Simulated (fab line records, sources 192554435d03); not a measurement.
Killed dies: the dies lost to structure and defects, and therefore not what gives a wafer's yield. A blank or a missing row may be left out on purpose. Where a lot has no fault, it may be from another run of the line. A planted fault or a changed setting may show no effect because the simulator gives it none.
fab line records :: flow n5-finfet :: part 2 of 2: steps 21 to 30 of 30
record
  lots=5
  wafers=15
  last-day=17
route steps=1938 shown BEOL_M4@1064
lots with no fault: from the same line, run without faults
start-h: the number of hours between the record's first day and the start of the first shown wafer of the lot :: wait-h: hours elapsed since this lot's preceding step :: " same as the row above :: L1.1+2: several wafers, shown together as one row :: - no value, or no start given :: * or withheld: withheld :: < > ~ a bound
route shown NAME@n: names a module that has steps shown in the file, with the first one's number in the route :: usual: average and standard deviation across the fault-free wafers :: same: alike in all rows :: chamber/n: place in a boat :: sites: each site's reading :: _std_site: how widely they spread, as a standard deviation :: _edge_site: the outer-site mean with the inner-site mean subtracted :: radius-mm: for every site, how far away it sits from the centre of the wafer :: mask NAME#n: copy n :: behind: the last tool/chamber to shape the wafer :: hold: the reason the lot was held/the length of the hold in hours/how it ended :: device: the transistor (n, p or np) that didn't switch :: end of line: the same wafers' tests at the end of the route :: step lacking rows: just its recipe :: killed: the dies lost at the first sort to structure and to defects; this is not the yield of the wafer :: map: a wafer's dies, x killed, . not, _ none there
set.NAME: the run value of the setting; set.NAME@STEP: its run value at that earlier step :: model.NAME: the simulator's own value behind a step, which no gauge read
lots seen at some steps along the route; tables by step, rows by wafer
services: when a tool's chamber went out of use (start-h, in hours from the record's first day, below 0 if earlier), for how many hours, and the reason
## steps
# step N5_BEOL_M4_SPUTTER_48
# recipe
  material=Cu
  target-thk-a=45
  temp-c=-20
  chamber-pressure-pa=0.07
  power-w=withheld
  time-s=8.29
# usual
  throttle-valve-pct=30.1/0.65
lot.wafer: L075.1
tool: pvd-sputter-01
chamber: -
start-h: 180.93
wait-h: 0.4
throttle-valve-pct: 29.3

lot.wafer: L075.5
tool: pvd-sputter-01
chamber: -
start-h: 180.93
wait-h: 0.4
throttle-valve-pct: 29.5

lot.wafer: L075.6
tool: pvd-sputter-01
chamber: -
start-h: 180.93
wait-h: 0.4
throttle-valve-pct: 30.6

lot.wafer: L088.2
tool: pvd-sputter-02
chamber: -
start-h: 248.51
wait-h: 0.3
throttle-valve-pct: 30.9

lot.wafer: L088.3
tool: pvd-sputter-02
chamber: -
start-h: 248.51
wait-h: 0.3
throttle-valve-pct: 30.3

lot.wafer: L088.6
tool: pvd-sputter-02
chamber: -
start-h: 248.51
wait-h: 0.3
throttle-valve-pct: 29.1

lot.wafer: L091.1
tool: pvd-sputter-01
chamber: -
start-h: 253.69
wait-h: 0.1
throttle-valve-pct: 29.8

lot.wafer: L091.4
tool: pvd-sputter-01
chamber: -
start-h: 253.69
wait-h: 0.1
throttle-valve-pct: 30.4

lot.wafer: L091.5
tool: pvd-sputter-01
chamber: -
start-h: 253.69
wait-h: 0.1
throttle-valve-pct: 29.4

lot.wafer: L093.3
tool: pvd-sputter-02
chamber: -
start-h: 281.37
wait-h: 1.8
throttle-valve-pct: 29.2

lot.wafer: L093.4
tool: pvd-sputter-02
chamber: -
start-h: 281.37
wait-h: 1.8
throttle-valve-pct: 30.2

lot.wafer: L093.6
tool: pvd-sputter-02
chamber: -
start-h: 281.37
wait-h: 1.8
throttle-valve-pct: 30.1

lot.wafer: L094.3
tool: pvd-sputter-02
chamber: -
start-h: 285.81
wait-h: 0.2
throttle-valve-pct: 30.8

lot.wafer: L094.5
tool: pvd-sputter-02
chamber: -
start-h: 285.81
wait-h: 0.2
throttle-valve-pct: 31.0

lot.wafer: L094.6
tool: pvd-sputter-02
chamber: -
start-h: 285.81
wait-h: 0.2
throttle-valve-pct: 30.1
# step N5_BEOL_M4_ANNEAL_49
# recipe
  temp-c=400
  time-s=240
  ambient=vacuum
# usual
  heater-power-w=806/100
  susceptor_temp_C_max=400.9/0.38
lot.wafer: L075.1
tool: pvd-sputter-01
chamber: -
start-h: 181.02
wait-h: 0.0
heater-power-w: 815
susceptor_temp_C_max: 400.5

lot.wafer: L075.5
tool: pvd-sputter-01
chamber: -
start-h: 181.02
wait-h: 0.0
heater-power-w: 779
susceptor_temp_C_max: 400.7

lot.wafer: L075.6
tool: pvd-sputter-01
chamber: -
start-h: 181.02
wait-h: 0.0
heater-power-w: 799
susceptor_temp_C_max: 401.0

lot.wafer: L088.2
tool: pvd-sputter-02
chamber: -
start-h: 248.59
wait-h: 0.0
heater-power-w: 706
susceptor_temp_C_max: 400.6

lot.wafer: L088.3
tool: pvd-sputter-02
chamber: -
start-h: 248.59
wait-h: 0.0
heater-power-w: 667
susceptor_temp_C_max: 401.0

lot.wafer: L088.6
tool: pvd-sputter-02
chamber: -
start-h: 248.59
wait-h: 0.0
heater-power-w: 954
susceptor_temp_C_max: 401.5

lot.wafer: L091.1
tool: pvd-sputter-01
chamber: -
start-h: 253.77
wait-h: 0.0
heater-power-w: 835
susceptor_temp_C_max: 400.4

lot.wafer: L091.4
tool: pvd-sputter-01
chamber: -
start-h: 253.77
wait-h: 0.0
heater-power-w: 809
susceptor_temp_C_max: 400.8

lot.wafer: L091.5
tool: pvd-sputter-01
chamber: -
start-h: 253.77
wait-h: 0.0
heater-power-w: 821
susceptor_temp_C_max: 400.9

lot.wafer: L093.3
tool: pvd-sputter-02
chamber: -
start-h: 281.45
wait-h: 0.0
heater-power-w: 951
susceptor_temp_C_max: 401.3

lot.wafer: L093.4
tool: pvd-sputter-02
chamber: -
start-h: 281.45
wait-h: 0.0
heater-power-w: 881
susceptor_temp_C_max: 400.2

lot.wafer: L093.6
tool: pvd-sputter-02
chamber: -
start-h: 281.45
wait-h: 0.0
heater-power-w: 889
susceptor_temp_C_max: 400.7

lot.wafer: L094.3
tool: pvd-sputter-02
chamber: -
start-h: 285.89
wait-h: 0.0
heater-power-w: 720
susceptor_temp_C_max: 400.6

lot.wafer: L094.5
tool: pvd-sputter-02
chamber: -
start-h: 285.89
wait-h: 0.0
heater-power-w: 715
susceptor_temp_C_max: 401.1

lot.wafer: L094.6
tool: pvd-sputter-02
chamber: -
start-h: 285.89
wait-h: 0.0
heater-power-w: 856
susceptor_temp_C_max: 400.5
# step N5_BEOL_M4_SPUTTER_79
# recipe
  material=Cu
  target-thk-a=45
  temp-c=-20
  chamber-pressure-pa=0.07
  power-w=withheld
  time-s=8.29
# usual
  throttle-valve-pct=30.1/0.64
lot.wafer: L075.1
tool: pvd-sputter-01
chamber: -
start-h: 181.18
wait-h: 0.1
throttle-valve-pct: 29.4

lot.wafer: L075.5
tool: pvd-sputter-01
chamber: -
start-h: 181.18
wait-h: 0.1
throttle-valve-pct: 29.5

lot.wafer: L075.6
tool: pvd-sputter-01
chamber: -
start-h: 181.18
wait-h: 0.1
throttle-valve-pct: 30.2

lot.wafer: L088.2
tool: pvd-sputter-02
chamber: -
start-h: 248.73
wait-h: 0.1
throttle-valve-pct: 30.5

lot.wafer: L088.3
tool: pvd-sputter-02
chamber: -
start-h: 248.73
wait-h: 0.1
throttle-valve-pct: 29.8

lot.wafer: L088.6
tool: pvd-sputter-02
chamber: -
start-h: 248.73
wait-h: 0.1
throttle-valve-pct: 29.4

lot.wafer: L091.1
tool: pvd-sputter-01
chamber: -
start-h: 253.91
wait-h: 0.1
throttle-valve-pct: 29.9

lot.wafer: L091.4
tool: pvd-sputter-01
chamber: -
start-h: 253.91
wait-h: 0.1
throttle-valve-pct: 30.5

lot.wafer: L091.5
tool: pvd-sputter-01
chamber: -
start-h: 253.91
wait-h: 0.1
throttle-valve-pct: 29.4

lot.wafer: L093.3
tool: pvd-sputter-02
chamber: -
start-h: 281.59
wait-h: 0.1
throttle-valve-pct: 29.0

lot.wafer: L093.4
tool: pvd-sputter-02
chamber: -
start-h: 281.59
wait-h: 0.1
throttle-valve-pct: 30.1

lot.wafer: L093.6
tool: pvd-sputter-02
chamber: -
start-h: 281.59
wait-h: 0.1
throttle-valve-pct: 30.4

lot.wafer: L094.3
tool: pvd-sputter-02
chamber: -
start-h: 286.03
wait-h: 0.1
throttle-valve-pct: 30.7

lot.wafer: L094.5
tool: pvd-sputter-02
chamber: -
start-h: 286.03
wait-h: 0.1
throttle-valve-pct: 30.9

lot.wafer: L094.6
tool: pvd-sputter-02
chamber: -
start-h: 286.03
wait-h: 0.1
throttle-valve-pct: 30.2
# step N5_BEOL_M4_ANNEAL_80
# recipe
  temp-c=400
  time-s=240
  ambient=vacuum
# usual
  heater-power-w=805/97
  susceptor_temp_C_max=400.9/0.38
lot.wafer: L075.1
tool: pvd-sputter-01
chamber: -
start-h: 181.27
wait-h: 0.0
heater-power-w: 791
susceptor_temp_C_max: 401.2

lot.wafer: L075.5
tool: pvd-sputter-01
chamber: -
start-h: 181.27
wait-h: 0.0
heater-power-w: 791
susceptor_temp_C_max: 401.1

lot.wafer: L075.6
tool: pvd-sputter-01
chamber: -
start-h: 181.27
wait-h: 0.0
heater-power-w: 816
susceptor_temp_C_max: 400.2

lot.wafer: L088.2
tool: pvd-sputter-02
chamber: -
start-h: 248.81
wait-h: 0.0
heater-power-w: 724
susceptor_temp_C_max: 401.0

lot.wafer: L088.3
tool: pvd-sputter-02
chamber: -
start-h: 248.81
wait-h: 0.0
heater-power-w: 687
susceptor_temp_C_max: 400.8

lot.wafer: L088.6
tool: pvd-sputter-02
chamber: -
start-h: 248.81
wait-h: 0.0
heater-power-w: 943
susceptor_temp_C_max: 401.9

lot.wafer: L091.1
tool: pvd-sputter-01
chamber: -
start-h: 253.99
wait-h: 0.0
heater-power-w: 864
susceptor_temp_C_max: 400.4

lot.wafer: L091.4
tool: pvd-sputter-01
chamber: -
start-h: 253.99
wait-h: 0.0
heater-power-w: 829
susceptor_temp_C_max: 400.5

lot.wafer: L091.5
tool: pvd-sputter-01
chamber: -
start-h: 253.99
wait-h: 0.0
heater-power-w: 798
susceptor_temp_C_max: 400.4

lot.wafer: L093.3
tool: pvd-sputter-02
chamber: -
start-h: 281.67
wait-h: 0.0
heater-power-w: 955
susceptor_temp_C_max: 401.3

lot.wafer: L093.4
tool: pvd-sputter-02
chamber: -
start-h: 281.67
wait-h: 0.0
heater-power-w: 887
susceptor_temp_C_max: 401.0

lot.wafer: L093.6
tool: pvd-sputter-02
chamber: -
start-h: 281.67
wait-h: 0.0
heater-power-w: 891
susceptor_temp_C_max: 400.6

lot.wafer: L094.3
tool: pvd-sputter-02
chamber: -
start-h: 286.11
wait-h: 0.0
heater-power-w: 726
susceptor_temp_C_max: 401.1

lot.wafer: L094.5
tool: pvd-sputter-02
chamber: -
start-h: 286.11
wait-h: 0.0
heater-power-w: 711
susceptor_temp_C_max: 401.1

lot.wafer: L094.6
tool: pvd-sputter-02
chamber: -
start-h: 286.11
wait-h: 0.0
heater-power-w: 866
susceptor_temp_C_max: 400.9
# step N5_BEOL_M4_SPUTTER_81
# recipe
  material=Cu
  target-thk-a=45
  temp-c=-20
  chamber-pressure-pa=0.07
  power-w=withheld
  time-s=8.29
# usual
  throttle-valve-pct=30.1/0.64
lot.wafer: L075.1
tool: pvd-sputter-01
chamber: -
start-h: 181.43
wait-h: 0.1
throttle-valve-pct: 29.5

lot.wafer: L075.5
tool: pvd-sputter-01
chamber: -
start-h: 181.43
wait-h: 0.1
throttle-valve-pct: 29.4

lot.wafer: L075.6
tool: pvd-sputter-01
chamber: -
start-h: 181.43
wait-h: 0.1
throttle-valve-pct: 30.6

lot.wafer: L088.2
tool: pvd-sputter-02
chamber: -
start-h: 248.95
wait-h: 0.1
throttle-valve-pct: 30.5

lot.wafer: L088.3
tool: pvd-sputter-02
chamber: -
start-h: 248.95
wait-h: 0.1
throttle-valve-pct: 30.0

lot.wafer: L088.6
tool: pvd-sputter-02
chamber: -
start-h: 248.95
wait-h: 0.1
throttle-valve-pct: 29.1

lot.wafer: L091.1
tool: pvd-sputter-01
chamber: -
start-h: 254.13
wait-h: 0.1
throttle-valve-pct: 30.0

lot.wafer: L091.4
tool: pvd-sputter-01
chamber: -
start-h: 254.13
wait-h: 0.1
throttle-valve-pct: 30.4

lot.wafer: L091.5
tool: pvd-sputter-01
chamber: -
start-h: 254.13
wait-h: 0.1
throttle-valve-pct: 29.2

lot.wafer: L093.3
tool: pvd-sputter-02
chamber: -
start-h: 281.81
wait-h: 0.1
throttle-valve-pct: 28.9

lot.wafer: L093.4
tool: pvd-sputter-02
chamber: -
start-h: 281.81
wait-h: 0.1
throttle-valve-pct: 30.2

lot.wafer: L093.6
tool: pvd-sputter-02
chamber: -
start-h: 281.81
wait-h: 0.1
throttle-valve-pct: 30.3

lot.wafer: L094.3
tool: pvd-sputter-02
chamber: -
start-h: 286.25
wait-h: 0.1
throttle-valve-pct: 31.0

lot.wafer: L094.5
tool: pvd-sputter-02
chamber: -
start-h: 286.25
wait-h: 0.1
throttle-valve-pct: 31.0

lot.wafer: L094.6
tool: pvd-sputter-02
chamber: -
start-h: 286.25
wait-h: 0.1
throttle-valve-pct: 30.1
# step N5_BEOL_M4_ANNEAL_82
# recipe
  temp-c=400
  time-s=240
  ambient=vacuum
# usual
  heater-power-w=806/99
  susceptor_temp_C_max=400.9/0.34
lot.wafer: L075.1
tool: pvd-sputter-01
chamber: -
start-h: 181.51
wait-h: 0.0
heater-power-w: 811
susceptor_temp_C_max: 401.2

lot.wafer: L075.5
tool: pvd-sputter-01
chamber: -
start-h: 181.51
wait-h: 0.0
heater-power-w: 804
susceptor_temp_C_max: 400.6

lot.wafer: L075.6
tool: pvd-sputter-01
chamber: -
start-h: 181.51
wait-h: 0.0
heater-power-w: 802
susceptor_temp_C_max: 400.6

lot.wafer: L088.2
tool: pvd-sputter-02
chamber: -
start-h: 249.03
wait-h: 0.0
heater-power-w: 722
susceptor_temp_C_max: 401.8

lot.wafer: L088.3
tool: pvd-sputter-02
chamber: -
start-h: 249.03
wait-h: 0.0
heater-power-w: 692
susceptor_temp_C_max: 400.6

lot.wafer: L088.6
tool: pvd-sputter-02
chamber: -
start-h: 249.03
wait-h: 0.0
heater-power-w: 966
susceptor_temp_C_max: 401.0

lot.wafer: L091.1
tool: pvd-sputter-01
chamber: -
start-h: 254.21
wait-h: 0.0
heater-power-w: 878
susceptor_temp_C_max: 401.0

lot.wafer: L091.4
tool: pvd-sputter-01
chamber: -
start-h: 254.21
wait-h: 0.0
heater-power-w: 800
susceptor_temp_C_max: 400.6

lot.wafer: L091.5
tool: pvd-sputter-01
chamber: -
start-h: 254.21
wait-h: 0.0
heater-power-w: 793
susceptor_temp_C_max: 400.4

lot.wafer: L093.3
tool: pvd-sputter-02
chamber: -
start-h: 281.89
wait-h: 0.0
heater-power-w: 933
susceptor_temp_C_max: 401.5

lot.wafer: L093.4
tool: pvd-sputter-02
chamber: -
start-h: 281.89
wait-h: 0.0
heater-power-w: 888
susceptor_temp_C_max: 400.5

lot.wafer: L093.6
tool: pvd-sputter-02
chamber: -
start-h: 281.89
wait-h: 0.0
heater-power-w: 883
susceptor_temp_C_max: 400.9

lot.wafer: L094.3
tool: pvd-sputter-02
chamber: -
start-h: 286.33
wait-h: 0.0
heater-power-w: 713
susceptor_temp_C_max: 401.2

lot.wafer: L094.5
tool: pvd-sputter-02
chamber: -
start-h: 286.33
wait-h: 0.0
heater-power-w: 699
susceptor_temp_C_max: 401.8

lot.wafer: L094.6
tool: pvd-sputter-02
chamber: -
start-h: 286.33
wait-h: 0.0
heater-power-w: 890
susceptor_temp_C_max: 400.4
# step N5_BEOL_M4_SPUTTER_86
# recipe
  material=Cu
  target-thk-a=45
  temp-c=-20
  chamber-pressure-pa=0.07
  power-w=withheld
  time-s=8.29
# usual
  throttle-valve-pct=30.1/0.66
lot.wafer: L075.1
tool: pvd-sputter-01
chamber: -
start-h: 181.65
wait-h: 0.1
throttle-valve-pct: 29.4

lot.wafer: L075.5
tool: pvd-sputter-01
chamber: -
start-h: 181.65
wait-h: 0.1
throttle-valve-pct: 29.4

lot.wafer: L075.6
tool: pvd-sputter-01
chamber: -
start-h: 181.65
wait-h: 0.1
throttle-valve-pct: 30.5

lot.wafer: L088.2
tool: pvd-sputter-02
chamber: -
start-h: 249.17
wait-h: 0.1
throttle-valve-pct: 30.9

lot.wafer: L088.3
tool: pvd-sputter-02
chamber: -
start-h: 249.17
wait-h: 0.1
throttle-valve-pct: 30.2

lot.wafer: L088.6
tool: pvd-sputter-02
chamber: -
start-h: 249.17
wait-h: 0.1
throttle-valve-pct: 28.9

lot.wafer: L091.1
tool: pvd-sputter-01
chamber: -
start-h: 254.35
wait-h: 0.1
throttle-valve-pct: 29.8

lot.wafer: L091.4
tool: pvd-sputter-01
chamber: -
start-h: 254.35
wait-h: 0.1
throttle-valve-pct: 30.5

lot.wafer: L091.5
tool: pvd-sputter-01
chamber: -
start-h: 254.35
wait-h: 0.1
throttle-valve-pct: 29.1

lot.wafer: L093.3
tool: pvd-sputter-02
chamber: -
start-h: 282.03
wait-h: 0.1
throttle-valve-pct: 29.1

lot.wafer: L093.4
tool: pvd-sputter-02
chamber: -
start-h: 282.03
wait-h: 0.1
throttle-valve-pct: 30.3

lot.wafer: L093.6
tool: pvd-sputter-02
chamber: -
start-h: 282.03
wait-h: 0.1
throttle-valve-pct: 30.4

lot.wafer: L094.3
tool: pvd-sputter-02
chamber: -
start-h: 286.47
wait-h: 0.1
throttle-valve-pct: 30.7

lot.wafer: L094.5
tool: pvd-sputter-02
chamber: -
start-h: 286.47
wait-h: 0.1
throttle-valve-pct: 31.0

lot.wafer: L094.6
tool: pvd-sputter-02
chamber: -
start-h: 286.47
wait-h: 0.1
throttle-valve-pct: 30.2
# step N5_BEOL_M4_ANNEAL_87
# recipe
  temp-c=400
  time-s=240
  ambient=vacuum
# usual
  heater-power-w=804/99
  susceptor_temp_C_max=400.9/0.39
lot.wafer: L075.1
tool: pvd-sputter-01
chamber: -
start-h: 181.73
wait-h: 0.0
heater-power-w: 790
susceptor_temp_C_max: 400.4

lot.wafer: L075.5
tool: pvd-sputter-01
chamber: -
start-h: 181.73
wait-h: 0.0
heater-power-w: 811
susceptor_temp_C_max: 400.8

lot.wafer: L075.6
tool: pvd-sputter-01
chamber: -
start-h: 181.73
wait-h: 0.0
heater-power-w: 809
susceptor_temp_C_max: 400.7

lot.wafer: L088.2
tool: pvd-sputter-02
chamber: -
start-h: 249.25
wait-h: 0.0
heater-power-w: 703
susceptor_temp_C_max: 401.3

lot.wafer: L088.3
tool: pvd-sputter-02
chamber: -
start-h: 249.25
wait-h: 0.0
heater-power-w: 685
susceptor_temp_C_max: 400.6

lot.wafer: L088.6
tool: pvd-sputter-02
chamber: -
start-h: 249.25
wait-h: 0.0
heater-power-w: 933
susceptor_temp_C_max: 401.2

lot.wafer: L091.1
tool: pvd-sputter-01
chamber: -
start-h: 254.43
wait-h: 0.0
heater-power-w: 860
susceptor_temp_C_max: 400.8

lot.wafer: L091.4
tool: pvd-sputter-01
chamber: -
start-h: 254.43
wait-h: 0.0
heater-power-w: 809
susceptor_temp_C_max: 400.3

lot.wafer: L091.5
tool: pvd-sputter-01
chamber: -
start-h: 254.43
wait-h: 0.0
heater-power-w: 808
susceptor_temp_C_max: 400.9

lot.wafer: L093.3
tool: pvd-sputter-02
chamber: -
start-h: 282.11
wait-h: 0.0
heater-power-w: 913
susceptor_temp_C_max: 401.6

lot.wafer: L093.4
tool: pvd-sputter-02
chamber: -
start-h: 282.11
wait-h: 0.0
heater-power-w: 872
susceptor_temp_C_max: 400.5

lot.wafer: L093.6
tool: pvd-sputter-02
chamber: -
start-h: 282.11
wait-h: 0.0
heater-power-w: 888
susceptor_temp_C_max: 400.6

lot.wafer: L094.3
tool: pvd-sputter-02
chamber: -
start-h: 286.55
wait-h: 0.0
heater-power-w: 708
susceptor_temp_C_max: 400.9

lot.wafer: L094.5
tool: pvd-sputter-02
chamber: -
start-h: 286.55
wait-h: 0.0
heater-power-w: 711
susceptor_temp_C_max: 401.0

lot.wafer: L094.6
tool: pvd-sputter-02
chamber: -
start-h: 286.55
wait-h: 0.0
heater-power-w: 876
susceptor_temp_C_max: 400.3
# step N5_BEOL_M4_SPUTTER_88
# recipe
  material=Cu
  target-thk-a=45
  temp-c=-20
  chamber-pressure-pa=0.07
  power-w=withheld
  time-s=8.29
# usual
  throttle-valve-pct=30.1/0.64
lot.wafer: L075.1
tool: pvd-sputter-01
chamber: -
start-h: 181.87
wait-h: 0.1
throttle-valve-pct: 29.4

lot.wafer: L075.5
tool: pvd-sputter-01
chamber: -
start-h: 181.87
wait-h: 0.1
throttle-valve-pct: 29.4

lot.wafer: L075.6
tool: pvd-sputter-01
chamber: -
start-h: 181.87
wait-h: 0.1
throttle-valve-pct: 30.5

lot.wafer: L088.2
tool: pvd-sputter-02
chamber: -
start-h: 249.39
wait-h: 0.1
throttle-valve-pct: 30.8

lot.wafer: L088.3
tool: pvd-sputter-02
chamber: -
start-h: 249.39
wait-h: 0.1
throttle-valve-pct: 29.9

lot.wafer: L088.6
tool: pvd-sputter-02
chamber: -
start-h: 249.39
wait-h: 0.1
throttle-valve-pct: 29.1

lot.wafer: L091.1
tool: pvd-sputter-01
chamber: -
start-h: 254.57
wait-h: 0.1
throttle-valve-pct: 29.9

lot.wafer: L091.4
tool: pvd-sputter-01
chamber: -
start-h: 254.57
wait-h: 0.1
throttle-valve-pct: 30.7

lot.wafer: L091.5
tool: pvd-sputter-01
chamber: -
start-h: 254.57
wait-h: 0.1
throttle-valve-pct: 29.5

lot.wafer: L093.3
tool: pvd-sputter-02
chamber: -
start-h: 282.25
wait-h: 0.1
throttle-valve-pct: 29.3

lot.wafer: L093.4
tool: pvd-sputter-02
chamber: -
start-h: 282.25
wait-h: 0.1
throttle-valve-pct: 30.3

lot.wafer: L093.6
tool: pvd-sputter-02
chamber: -
start-h: 282.25
wait-h: 0.1
throttle-valve-pct: 30.2

lot.wafer: L094.3
tool: pvd-sputter-02
chamber: -
start-h: 286.69
wait-h: 0.1
throttle-valve-pct: 30.8

lot.wafer: L094.5
tool: pvd-sputter-02
chamber: -
start-h: 286.69
wait-h: 0.1
throttle-valve-pct: 30.8

lot.wafer: L094.6
tool: pvd-sputter-02
chamber: -
start-h: 286.69
wait-h: 0.1
throttle-valve-pct: 30.0
# step N5_BEOL_M4_ANNEAL_89
# recipe
  temp-c=400
  time-s=240
  ambient=vacuum
# usual
  heater-power-w=805/100
  susceptor_temp_C_max=400.9/0.36
lot.wafer: L075.1
tool: pvd-sputter-01
chamber: -
start-h: 181.95
wait-h: 0.0
heater-power-w: 782
susceptor_temp_C_max: 400.4

lot.wafer: L075.5
tool: pvd-sputter-01
chamber: -
start-h: 181.95
wait-h: 0.0
heater-power-w: 796
susceptor_temp_C_max: 400.9

lot.wafer: L075.6
tool: pvd-sputter-01
chamber: -
start-h: 181.95
wait-h: 0.0
heater-power-w: 806
susceptor_temp_C_max: 400.6

lot.wafer: L088.2
tool: pvd-sputter-02
chamber: -
start-h: 249.47
wait-h: 0.0
heater-power-w: 707
susceptor_temp_C_max: 400.7

lot.wafer: L088.3
tool: pvd-sputter-02
chamber: -
start-h: 249.47
wait-h: 0.0
heater-power-w: 665
susceptor_temp_C_max: 400.5

lot.wafer: L088.6
tool: pvd-sputter-02
chamber: -
start-h: 249.47
wait-h: 0.0
heater-power-w: 930
susceptor_temp_C_max: 401.1

lot.wafer: L091.1
tool: pvd-sputter-01
chamber: -
start-h: 254.65
wait-h: 0.0
heater-power-w: 862
susceptor_temp_C_max: 401.3

lot.wafer: L091.4
tool: pvd-sputter-01
chamber: -
start-h: 254.65
wait-h: 0.0
heater-power-w: 812
susceptor_temp_C_max: 400.8

lot.wafer: L091.5
tool: pvd-sputter-01
chamber: -
start-h: 254.65
wait-h: 0.0
heater-power-w: 827
susceptor_temp_C_max: 400.6

lot.wafer: L093.3
tool: pvd-sputter-02
chamber: -
start-h: 282.33
wait-h: 0.0
heater-power-w: 933
susceptor_temp_C_max: 401.9

lot.wafer: L093.4
tool: pvd-sputter-02
chamber: -
start-h: 282.33
wait-h: 0.0
heater-power-w: 906
susceptor_temp_C_max: 401.3

lot.wafer: L093.6
tool: pvd-sputter-02
chamber: -
start-h: 282.33
wait-h: 0.0
heater-power-w: 883
susceptor_temp_C_max: 400.5

lot.wafer: L094.3
tool: pvd-sputter-02
chamber: -
start-h: 286.77
wait-h: 0.0
heater-power-w: 694
susceptor_temp_C_max: 401.4

lot.wafer: L094.5
tool: pvd-sputter-02
chamber: -
start-h: 286.77
wait-h: 0.0
heater-power-w: 715
susceptor_temp_C_max: 401.0

lot.wafer: L094.6
tool: pvd-sputter-02
chamber: -
start-h: 286.77
wait-h: 0.0
heater-power-w: 896
susceptor_temp_C_max: 400.9
## services
tool: rie-diel-06
chamber: 2
start-h: 165.55
hours: -
kind: clean

tool: rie-diel-06
chamber: 2
start-h: 165.55
hours: -
kind: consumable-replace:focus-ring

tool: rie-diel-06
chamber: 2
start-h: 165.55
hours: -
kind: consumable-replace:showerhead

tool: rie-diel-06
chamber: 2
start-h: 165.55
hours: 25.6
kind: scheduled-down

tool: rie-diel-06
chamber: 2
start-h: 165.55
hours: 25.6
kind: vent-cycle

tool: rie-diel-02
chamber: 3
start-h: 185.18
hours: 6.4
kind: repair

tool: ald-metal-01
chamber: -
start-h: 190.92
hours: 8.7
kind: pm

tool: cvd-co-01
chamber: 1
start-h: 199.28
hours: -
kind: clean

tool: cvd-co-01
chamber: 1
start-h: 199.28
hours: 22.0
kind: scheduled-down

tool: cvd-co-01
chamber: 1
start-h: 199.28
hours: 22.0
kind: vent-cycle

tool: ald-metal-01
chamber: -
start-h: 202.60
hours: 1.7
kind: repair

tool: ald-metal-01
chamber: 2
start-h: 210.73
hours: 4.0
kind: repair

tool: rie-diel-03
chamber: 3
start-h: 225.89
hours: 3.9
kind: repair

tool: rie-diel-02
chamber: 2
start-h: 241.87
hours: -
kind: clean

tool: rie-diel-02
chamber: 2
start-h: 241.87
hours: -
kind: consumable-replace:focus-ring

tool: rie-diel-02
chamber: 2
start-h: 241.87
hours: 24.2
kind: scheduled-down

tool: rie-diel-02
chamber: 2
start-h: 241.87
hours: 24.2
kind: vent-cycle

tool: ald-metal-01
chamber: 2
start-h: 242.19
hours: 2.9
kind: repair

tool: rie-diel-03
chamber: 2
start-h: 256.56
hours: -
kind: clean

tool: rie-diel-03
chamber: 2
start-h: 256.56
hours: -
kind: consumable-replace:focus-ring

tool: rie-diel-03
chamber: 2
start-h: 256.56
hours: 32.4
kind: scheduled-down

tool: rie-diel-03
chamber: 2
start-h: 256.56
hours: 32.4
kind: vent-cycle

tool: rie-diel-06
chamber: 2
start-h: 279.68
hours: 6.7
kind: repair

tool: cvd-co-01
chamber: -
start-h: 280.61
hours: 0.2
kind: repair
